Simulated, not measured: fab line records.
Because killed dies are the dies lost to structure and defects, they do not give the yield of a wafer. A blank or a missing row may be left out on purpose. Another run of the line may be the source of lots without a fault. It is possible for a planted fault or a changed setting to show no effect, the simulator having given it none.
fab line records / flow n5_finfet / part 2 of 2: steps 24 to 33 of 33
record lots=5 wafers=15 last_day=17
route steps=1938 shown TV_LITHO@1877 TV_OPEN@1887 PAD_METAL@1893 PASSIVATION@1897
lots with no fault: from the same line, run without faults
start_h: hours from the record's first day to the start of the lot's first wafer shown / wait_h: time in hours since the lot's previous step / " unchanged from the row above / L1.1+2: a row that stands for several wafers / - either no value or no given start / * or withheld: withheld / < > ~ a bound
route shown NAME@n: names a module that has steps shown in the file, with the first one's number in the route / usual: mean/standard deviation taken from wafers without a fault / same: alike in all rows / chamber/n: place in a boat / sites: readings site by site / _std_site: standard deviation across them / _edge_site: the outer-site mean with the inner-site mean subtracted / radius_mm: how far each site lies from the wafer's centre / mask NAME#n: copy n / behind: the last tool/chamber to shape the wafer / hold: reason for holding the lot/hours on hold/outcome of the hold / device: the n, p or np transistor that did not switch / end of line: the same wafers' tests at the end of the route / a step given without rows: its recipe and nothing more / killed: not the wafer's yield, but the dies lost to structure and defects at the first sort / map: a wafer's dies, marking killed ones x, the rest . and places with no die _
set.NAME: setting as actually run; set.NAME@STEP: the setting as run at that earlier step / model.NAME: the simulator's own value behind a step, which no gauge read
certain route steps with their lots: each step a table, each wafer a row
services: when a tool's chamber went out of use (start_h, in hours from the record's first day, below 0 if earlier), for how many hours, and the reason
## steps
# step N5_PASSIVATION_SOFTBAKE_25
# recipe temp_c=100 time_s=90
# usual plate_temp_C=100.00/0.13
lot.wafer=L075.1 tool=litho_track-01 chamber=0 start_h=- wait_h=- plate_temp_C=100.11
lot.wafer=L075.4 tool=litho_track-01 chamber=0 start_h=- wait_h=- plate_temp_C=100.17
lot.wafer=L075.5 tool=litho_track-01 chamber=0 start_h=- wait_h=- plate_temp_C=100.14
lot.wafer=L085.2 tool=litho_track-05 chamber=0 start_h=- wait_h=- plate_temp_C=99.94
lot.wafer=L085.4 tool=litho_track-05 chamber=0 start_h=- wait_h=- plate_temp_C=100.04
lot.wafer=L085.5 tool=litho_track-05 chamber=0 start_h=- wait_h=- plate_temp_C=99.88
lot.wafer=L087.2 tool=litho_track-05 chamber=0 start_h=- wait_h=- plate_temp_C=100.18
lot.wafer=L087.4 tool=litho_track-05 chamber=0 start_h=- wait_h=- plate_temp_C=100.17
lot.wafer=L087.5 tool=litho_track-05 chamber=0 start_h=- wait_h=- plate_temp_C=99.98
lot.wafer=L094.1 tool=litho_track-02 chamber=0 start_h=- wait_h=- plate_temp_C=99.82
lot.wafer=L094.4 tool=litho_track-02 chamber=0 start_h=- wait_h=- plate_temp_C=100.05
lot.wafer=L094.6 tool=litho_track-02 chamber=0 start_h=- wait_h=- plate_temp_C=99.78
lot.wafer=L097.2 tool=litho_track-02 chamber=0 start_h=- wait_h=- plate_temp_C=100.09
lot.wafer=L097.5 tool=litho_track-02 chamber=0 start_h=- wait_h=- plate_temp_C=99.95
lot.wafer=L097.6 tool=litho_track-02 chamber=0 start_h=- wait_h=- plate_temp_C=99.75
# step N5_PASSIVATION_EXPOSE_27
# recipe mask_id=PAD na=0.55 source_shape=conventional sigma_outer=0.8 polarization=unpolarized defocus_nm=0 dose_mj=32.3
lot.wafer=L075.1+4+5 tool=krf_scanner-02 chamber=0 start_h=267.18 wait_h=- mask=PAD#0
lot.wafer=L085.2+4+5 tool=krf_scanner-01 chamber=0 start_h=337.79 wait_h=- mask=PAD#0
lot.wafer=L087.2+4+5 tool=krf_scanner-02 chamber=0 start_h=346.01 wait_h=- mask=PAD#0
lot.wafer=L094.1+4+6 tool=krf_scanner-01 chamber=0 start_h=398.66 wait_h=- mask=PAD#0
lot.wafer=L097.2+5+6 tool=krf_scanner-02 chamber=0 start_h=412.08 wait_h=- mask=PAD#0
# step N5_PASSIVATION_PEB_28
# recipe peb_temp_c=withheld peb_time_s=*
lot.wafer=L075.1+4+5 tool=litho_track-05 chamber=0 start_h=267.24 wait_h=0.1
lot.wafer=L085.2+4+5 tool=litho_track-01 chamber=0 start_h=337.84 wait_h=0.0
lot.wafer=L087.2+4+5 tool=litho_track-01 chamber=0 start_h=346.07 wait_h=0.0
lot.wafer=L094.1+4+6 tool=litho_track-02 chamber=0 start_h=398.72 wait_h=0.1
lot.wafer=L097.2+5+6 tool=litho_track-02 chamber=0 start_h=412.13 wait_h=0.0
# step N5_PASSIVATION_DEVELOP_29
# recipe develop_time_s=60 rinse_liquid=diw dry=air_spin dev_temp_c=21
lot.wafer=L075.1+4+5 tool=litho_track-05 chamber=0 start_h=- wait_h=-
lot.wafer=L085.2+4+5 tool=litho_track-01 chamber=0 start_h=- wait_h=-
lot.wafer=L087.2+4+5 tool=litho_track-01 chamber=0 start_h=- wait_h=-
lot.wafer=L094.1+4+6 tool=litho_track-02 chamber=0 start_h=- wait_h=-
lot.wafer=L097.2+5+6 tool=litho_track-02 chamber=0 start_h=- wait_h=-
# step N5_PASSIVATION_HARDBAKE_31
# recipe temp_c=130 time_s=120
# usual plate_temp_C=129.98/0.14
lot.wafer=L075.1 tool=litho_track-05 chamber=0 start_h=- wait_h=- plate_temp_C=130.09
lot.wafer=L075.4 tool=litho_track-05 chamber=0 start_h=- wait_h=- plate_temp_C=130.19
lot.wafer=L075.5 tool=litho_track-05 chamber=0 start_h=- wait_h=- plate_temp_C=129.91
lot.wafer=L085.2 tool=litho_track-01 chamber=0 start_h=- wait_h=- plate_temp_C=130.17
lot.wafer=L085.4 tool=litho_track-01 chamber=0 start_h=- wait_h=- plate_temp_C=129.87
lot.wafer=L085.5 tool=litho_track-01 chamber=0 start_h=- wait_h=- plate_temp_C=129.92
lot.wafer=L087.2 tool=litho_track-01 chamber=0 start_h=- wait_h=- plate_temp_C=130.10
lot.wafer=L087.4 tool=litho_track-01 chamber=0 start_h=- wait_h=- plate_temp_C=130.02
lot.wafer=L087.5 tool=litho_track-01 chamber=0 start_h=- wait_h=- plate_temp_C=130.00
lot.wafer=L094.1 tool=litho_track-02 chamber=0 start_h=- wait_h=- plate_temp_C=129.96
lot.wafer=L094.4 tool=litho_track-02 chamber=0 start_h=- wait_h=- plate_temp_C=129.89
lot.wafer=L094.6 tool=litho_track-02 chamber=0 start_h=- wait_h=- plate_temp_C=130.23
lot.wafer=L097.2 tool=litho_track-02 chamber=0 start_h=- wait_h=- plate_temp_C=129.94
lot.wafer=L097.5 tool=litho_track-02 chamber=0 start_h=- wait_h=- plate_temp_C=129.89
lot.wafer=L097.6 tool=litho_track-02 chamber=0 start_h=- wait_h=- plate_temp_C=129.93
# step N5_PASSIVATION_CD_MEAS_30
# recipe target_cd_nm=4000 landing_energy_ev=500 detector=se_inlens polarity=opening
# usual cd_nm=3999.7/1.7
lot.wafer=L075.1 tool=cd_sem-02 chamber=0 start_h=267.36 wait_h=- cd_nm=3999.3
lot.wafer=L075.4 tool=cd_sem-02 chamber=0 start_h=267.36 wait_h=- cd_nm=3998.8
lot.wafer=L075.5 tool=cd_sem-02 chamber=0 start_h=267.36 wait_h=- cd_nm=3998.8
lot.wafer=L085.2 tool=cd_sem-01 chamber=0 start_h=337.96 wait_h=- cd_nm=4000.8
lot.wafer=L085.4 tool=cd_sem-01 chamber=0 start_h=337.96 wait_h=- cd_nm=3996.5
lot.wafer=L085.5 tool=cd_sem-01 chamber=0 start_h=337.96 wait_h=- cd_nm=3998.7
lot.wafer=L087.2 tool=cd_sem-02 chamber=0 start_h=346.19 wait_h=- cd_nm=3998.4
lot.wafer=L087.4 tool=cd_sem-02 chamber=0 start_h=346.19 wait_h=- cd_nm=4001.4
lot.wafer=L087.5 tool=cd_sem-02 chamber=0 start_h=346.19 wait_h=- cd_nm=3996.8
lot.wafer=L094.1 tool=cd_sem-02 chamber=0 start_h=398.84 wait_h=- cd_nm=4000.5
lot.wafer=L094.4 tool=cd_sem-02 chamber=0 start_h=398.84 wait_h=- cd_nm=4000.9
lot.wafer=L094.6 tool=cd_sem-02 chamber=0 start_h=398.84 wait_h=- cd_nm=4000.6
lot.wafer=L097.2 tool=cd_sem-02 chamber=0 start_h=412.25 wait_h=- cd_nm=4000.0
lot.wafer=L097.5 tool=cd_sem-02 chamber=0 start_h=412.25 wait_h=- cd_nm=4003.0
lot.wafer=L097.6 tool=cd_sem-02 chamber=0 start_h=412.25 wait_h=- cd_nm=3999.8
# step N5_PASSIVATION_OVL_MEAS_63
# recipe points_per_wafer=44
# usual PAD_OVL=-3/5.9
lot.wafer=L075.1 tool=overlay-02 chamber=0 start_h=267.39 wait_h=0.0 PAD_OVL[nm]=8
lot.wafer=L075.4 tool=overlay-02 chamber=0 start_h=267.39 wait_h=0.0 PAD_OVL[nm]=-4
lot.wafer=L075.5 tool=overlay-02 chamber=0 start_h=267.39 wait_h=0.0 PAD_OVL[nm]=1
lot.wafer=L085.2 tool=overlay-02 chamber=0 start_h=337.99 wait_h=0.0 PAD_OVL[nm]=-8
lot.wafer=L085.4 tool=overlay-02 chamber=0 start_h=337.99 wait_h=0.0 PAD_OVL[nm]=-6
lot.wafer=L085.5 tool=overlay-02 chamber=0 start_h=337.99 wait_h=0.0 PAD_OVL[nm]=-9
lot.wafer=L087.2 tool=overlay-01 chamber=0 start_h=346.22 wait_h=0.0 PAD_OVL[nm]=-9
lot.wafer=L087.4 tool=overlay-01 chamber=0 start_h=346.22 wait_h=0.0 PAD_OVL[nm]=-16
lot.wafer=L087.5 tool=overlay-01 chamber=0 start_h=346.22 wait_h=0.0 PAD_OVL[nm]=8
lot.wafer=L094.1 tool=overlay-01 chamber=0 start_h=398.87 wait_h=0.0 PAD_OVL[nm]=-5
lot.wafer=L094.4 tool=overlay-01 chamber=0 start_h=398.87 wait_h=0.0 PAD_OVL[nm]=9
lot.wafer=L094.6 tool=overlay-01 chamber=0 start_h=398.87 wait_h=0.0 PAD_OVL[nm]=3
lot.wafer=L097.2 tool=overlay-01 chamber=0 start_h=412.28 wait_h=0.0 PAD_OVL[nm]=0
lot.wafer=L097.5 tool=overlay-01 chamber=0 start_h=412.28 wait_h=0.0 PAD_OVL[nm]=7
lot.wafer=L097.6 tool=overlay-01 chamber=0 start_h=412.28 wait_h=0.0 PAD_OVL[nm]=-6
# step N5_PASSIVATION_INSPECT_64
# recipe mode=adi inspect_instrument=macro
# usual raw_defect_count=2.0/1.4
lot.wafer=L075.1 tool=defect_inspect-02 chamber=- start_h=267.41 wait_h=0.0 raw_defect_count=1
lot.wafer=L075.4 tool=defect_inspect-02 chamber=- start_h=267.41 wait_h=0.0 raw_defect_count=4
lot.wafer=L075.5 tool=defect_inspect-02 chamber=- start_h=267.41 wait_h=0.0 raw_defect_count=4
lot.wafer=L085.2 tool=defect_inspect-02 chamber=- start_h=338.01 wait_h=0.0 raw_defect_count=2
lot.wafer=L085.4 tool=defect_inspect-02 chamber=- start_h=338.01 wait_h=0.0 raw_defect_count=1
lot.wafer=L085.5 tool=defect_inspect-02 chamber=- start_h=338.01 wait_h=0.0 raw_defect_count=3
lot.wafer=L087.2 tool=defect_inspect-02 chamber=- start_h=346.24 wait_h=0.0 raw_defect_count=4
lot.wafer=L087.4 tool=defect_inspect-02 chamber=- start_h=346.24 wait_h=0.0 raw_defect_count=1
lot.wafer=L087.5 tool=defect_inspect-02 chamber=- start_h=346.24 wait_h=0.0 raw_defect_count=4
lot.wafer=L094.1 tool=defect_inspect-01 chamber=- start_h=398.90 wait_h=0.0 raw_defect_count=1
lot.wafer=L094.4 tool=defect_inspect-01 chamber=- start_h=398.90 wait_h=0.0 raw_defect_count=1
lot.wafer=L094.6 tool=defect_inspect-01 chamber=- start_h=398.90 wait_h=0.0 raw_defect_count=1
lot.wafer=L097.2 tool=defect_inspect-01 chamber=- start_h=412.31 wait_h=0.0 raw_defect_count=5
lot.wafer=L097.5 tool=defect_inspect-01 chamber=- start_h=412.31 wait_h=0.0 raw_defect_count=2
lot.wafer=L097.6 tool=defect_inspect-01 chamber=- start_h=412.31 wait_h=0.0 raw_defect_count=3
# step N5_PASSIVATION_DESCUM_32
# recipe chemistry=O2 time_s=7.9 source_power_w=50 bias_power_w=20 pressure_mtorr=20 rf_frequency_hz=2.712e+07 temp_c=40 o2_flow_sccm=225
# usual drypump_motor_current_A=5.7/0.42 oes_product_au=0.81/0.053 rf_vpp_V=243.5/1.4 showerhead_plenum_p_Torr=2.12/0.07 throttle_valve_pct=20.34/0.25
lot.wafer=L075.1 tool=rie_diel-06 chamber=3 start_h=267.45 wait_h=0.0 drypump_motor_current_A=5.8 oes_product_au=0.82 rf_hours_counter_h=104 rf_vpp_V=244.6 showerhead_plenum_p_Torr=2.18 throttle_valve_pct=20.11
lot.wafer=L075.4 tool=rie_diel-06 chamber=1 start_h=267.45 wait_h=0.0 drypump_motor_current_A=6.1 oes_product_au=0.76 rf_hours_counter_h=133 rf_vpp_V=242.5 showerhead_plenum_p_Torr=2.03 throttle_valve_pct=20.55
lot.wafer=L075.5 tool=rie_diel-06 chamber=0 start_h=267.45 wait_h=0.0 drypump_motor_current_A=6.2 oes_product_au=0.81 rf_hours_counter_h=- rf_vpp_V=244.6 showerhead_plenum_p_Torr=2.22 throttle_valve_pct=20.17
lot.wafer=L085.2 tool=rie_diel-06 chamber=1 start_h=338.93 wait_h=0.9 drypump_motor_current_A=6.1 oes_product_au=0.72 rf_hours_counter_h=158 rf_vpp_V=240.5 showerhead_plenum_p_Torr=2.02 throttle_valve_pct=20.58
lot.wafer=L085.4 tool=rie_diel-06 chamber=0 start_h=338.93 wait_h=0.9 drypump_motor_current_A=6.1 oes_product_au=0.77 rf_hours_counter_h=112 rf_vpp_V=243.1 showerhead_plenum_p_Torr=2.21 throttle_valve_pct=20.20
lot.wafer=L085.5 tool=rie_diel-06 chamber=1 start_h=338.93 wait_h=0.9 drypump_motor_current_A=6.1 oes_product_au=0.72 rf_hours_counter_h=- rf_vpp_V=240.9 showerhead_plenum_p_Torr=2.02 throttle_valve_pct=20.58
lot.wafer=L087.2 tool=rie_diel-03 chamber=3 start_h=346.85 wait_h=0.6 drypump_motor_current_A=5.6 oes_product_au=0.78 rf_hours_counter_h=116 rf_vpp_V=241.8 showerhead_plenum_p_Torr=2.11 throttle_valve_pct=20.41
lot.wafer=L087.4 tool=rie_diel-03 chamber=0 start_h=346.85 wait_h=0.6 drypump_motor_current_A=6.1 oes_product_au=0.78 rf_hours_counter_h=160 rf_vpp_V=242.4 showerhead_plenum_p_Torr=2.07 throttle_valve_pct=20.70
lot.wafer=L087.5 tool=rie_diel-03 chamber=1 start_h=346.85 wait_h=0.6 drypump_motor_current_A=5.7 oes_product_au=0.83 rf_hours_counter_h=- rf_vpp_V=243.3 showerhead_plenum_p_Torr=2.23 throttle_valve_pct=20.48
lot.wafer=L094.1 tool=rie_diel-03 chamber=1 start_h=398.93 wait_h=0.0 drypump_motor_current_A=5.7 oes_product_au=0.81 rf_hours_counter_h=96 rf_vpp_V=244.9 showerhead_plenum_p_Torr=2.23 throttle_valve_pct=20.52
lot.wafer=L094.4 tool=rie_diel-03 chamber=2 start_h=398.93 wait_h=0.0 drypump_motor_current_A=5.5 oes_product_au=0.80 rf_hours_counter_h=118 rf_vpp_V=243.4 showerhead_plenum_p_Torr=2.19 throttle_valve_pct=20.68
lot.wafer=L094.6 tool=rie_diel-03 chamber=0 start_h=398.93 wait_h=0.0 drypump_motor_current_A=6.2 oes_product_au=0.75 rf_hours_counter_h=- rf_vpp_V=241.2 showerhead_plenum_p_Torr=2.07 throttle_valve_pct=20.76
lot.wafer=L097.2 tool=rie_diel-02 chamber=0 start_h=412.34 wait_h=0.0 drypump_motor_current_A=6.5 oes_product_au=0.82 rf_hours_counter_h=102 rf_vpp_V=240.2 showerhead_plenum_p_Torr=2.01 throttle_valve_pct=20.66
lot.wafer=L097.5 tool=rie_diel-02 chamber=2 start_h=412.34 wait_h=0.0 drypump_motor_current_A=5.6 oes_product_au=0.86 rf_hours_counter_h=- rf_vpp_V=241.2 showerhead_plenum_p_Torr=2.04 throttle_valve_pct=20.30
lot.wafer=L097.6 tool=rie_diel-02 chamber=3 start_h=412.34 wait_h=0.0 drypump_motor_current_A=4.9 oes_product_au=0.74 rf_hours_counter_h=- rf_vpp_V=241.0 showerhead_plenum_p_Torr=2.10 throttle_valve_pct=20.24
# step N5_PASSIVATION_AL_ETCH_33
# recipe chemistry=Cl2/BCl3 target_depth_a=28000 over_etch_frac=0.15 Cl2_flow_sccm=180 bcl3_flow_sccm=60 target=Al stop_on=TaN time_s=466.7 ion_energy_ev=100 pressure_mtorr=10 icp_w=900 bias_w=100
# usual bcl3_flow_sccm=59.99/0.18 drypump_motor_current_A=5.56/0.29 oes_product_au=0.68/0.073 throttle_valve_pct=34.30/0.21
lot.wafer=L075.1 tool=rie_metal-01 chamber=0 start_h=267.53 wait_h=0.1 bcl3_flow_sccm=59.91 drypump_motor_current_A=5.99 oes_product_au=0.62 rf_hours_counter_h=78 throttle_valve_pct=34.23
lot.wafer=L075.4 tool=rie_metal-01 chamber=1 start_h=267.53 wait_h=0.1 bcl3_flow_sccm=59.89 drypump_motor_current_A=5.66 oes_product_au=0.83 rf_hours_counter_h=- throttle_valve_pct=34.65
lot.wafer=L075.5 tool=rie_metal-01 chamber=1 start_h=267.53 wait_h=0.1 bcl3_flow_sccm=60.01 drypump_motor_current_A=5.64 oes_product_au=0.83 rf_hours_counter_h=- throttle_valve_pct=34.65
lot.wafer=L085.2 tool=rie_metal-03 chamber=1 start_h=339.02 wait_h=0.1 bcl3_flow_sccm=59.92 drypump_motor_current_A=5.15 oes_product_au=0.66 rf_hours_counter_h=51 throttle_valve_pct=34.27
lot.wafer=L085.4 tool=rie_metal-03 chamber=1 start_h=339.02 wait_h=0.1 bcl3_flow_sccm=59.76 drypump_motor_current_A=5.11 oes_product_au=0.66 rf_hours_counter_h=- throttle_valve_pct=34.32
lot.wafer=L085.5 tool=rie_metal-03 chamber=1 start_h=339.02 wait_h=0.1 bcl3_flow_sccm=59.94 drypump_motor_current_A=5.16 oes_product_au=0.65 rf_hours_counter_h=- throttle_valve_pct=34.28
lot.wafer=L087.2 tool=rie_metal-02 chamber=1 start_h=346.93 wait_h=0.1 bcl3_flow_sccm=60.18 drypump_motor_current_A=5.55 oes_product_au=0.85 rf_hours_counter_h=3 throttle_valve_pct=33.73
lot.wafer=L087.4 tool=rie_metal-02 chamber=1 start_h=346.93 wait_h=0.1 bcl3_flow_sccm=60.22 drypump_motor_current_A=5.56 oes_product_au=0.85 rf_hours_counter_h=- throttle_valve_pct=33.73
lot.wafer=L087.5 tool=rie_metal-02 chamber=0 start_h=346.93 wait_h=0.1 bcl3_flow_sccm=59.90 drypump_motor_current_A=5.58 oes_product_au=0.68 rf_hours_counter_h=- throttle_valve_pct=34.36
lot.wafer=L094.1 tool=rie_metal-03 chamber=0 start_h=399.02 wait_h=0.1 bcl3_flow_sccm=60.21 drypump_motor_current_A=5.75 oes_product_au=0.64 rf_hours_counter_h=75 throttle_valve_pct=34.36
lot.wafer=L094.4 tool=rie_metal-03 chamber=0 start_h=399.02 wait_h=0.1 bcl3_flow_sccm=60.16 drypump_motor_current_A=5.76 oes_product_au=0.64 rf_hours_counter_h=- throttle_valve_pct=34.37
lot.wafer=L094.6 tool=rie_metal-03 chamber=1 start_h=399.02 wait_h=0.1 bcl3_flow_sccm=60.10 drypump_motor_current_A=5.14 oes_product_au=0.65 rf_hours_counter_h=- throttle_valve_pct=34.26
lot.wafer=L097.2 tool=rie_metal-03 chamber=1 start_h=412.56 wait_h=0.2 bcl3_flow_sccm=60.18 drypump_motor_current_A=5.16 oes_product_au=0.65 rf_hours_counter_h=- throttle_valve_pct=34.30
lot.wafer=L097.5 tool=rie_metal-03 chamber=1 start_h=412.56 wait_h=0.2 bcl3_flow_sccm=60.09 drypump_motor_current_A=5.14 oes_product_au=0.65 rf_hours_counter_h=- throttle_valve_pct=34.31
lot.wafer=L097.6 tool=rie_metal-03 chamber=1 start_h=412.56 wait_h=0.2 bcl3_flow_sccm=60.07 drypump_motor_current_A=5.16 oes_product_au=0.65 rf_hours_counter_h=- throttle_valve_pct=34.25
## services
tool=rie_diel-03 chamber=2 start_h=246.73 hours=2.6 kind=repair
tool=rie_metal-01 chamber=- start_h=255.61 hours=1.0 kind=repair
tool=pvd_sputter-01 chamber=- start_h=265.60 hours=4.9 kind=repair
tool=krf_scanner-02 chamber=- start_h=278.03 hours=1.0 kind=pm
tool=krf_scanner-01 chamber=- start_h=280.89 hours=0.8 kind=pm
tool=litho_track-01 chamber=- start_h=285.79 hours=- kind=consumable_replace:filter
tool=rie_diel-05 chamber=0 start_h=300.39 hours=21.1 kind=repair
tool=rie_diel-05 chamber=2 start_h=303.66 hours=4.9 kind=repair
tool=pvd_sputter-02 chamber=- start_h=306.05 hours=1.9 kind=repair
tool=rie_diel-06 chamber=- start_h=307.32 hours=2.8 kind=pm
tool=litho_track-05 chamber=- start_h=315.18 hours=- kind=consumable_replace:filter
tool=rie_diel-02 chamber=- start_h=329.88 hours=24.2 kind=repair
tool=krf_scanner-01 chamber=- start_h=331.12 hours=3.6 kind=pm
tool=rie_diel-05 chamber=0 start_h=334.70 hours=17.2 kind=repair
tool=litho_track-03 chamber=- start_h=345.39 hours=- kind=consumable_replace:filter
tool=pvd_sputter-03 chamber=- start_h=352.94 hours=1.0 kind=repair
tool=krf_scanner-01 chamber=- start_h=364.05 hours=1.0 kind=pm
tool=krf_scanner-01 chamber=- start_h=374.67 hours=1.3 kind=pm
tool=krf_scanner-02 chamber=- start_h=379.27 hours=1.3 kind=pm
tool=rie_diel-06 chamber=2 start_h=386.98 hours=7.8 kind=repair
tool=wet_bench-05 chamber=- start_h=391.56 hours=1.2 kind=repair
tool=rie_metal-01 chamber=- start_h=395.15 hours=0.6 kind=repair
tool=rie_diel-05 chamber=3 start_h=396.61 hours=3.4 kind=repair
tool=pvd_sputter-01 chamber=- start_h=403.33 hours=0.7 kind=repair
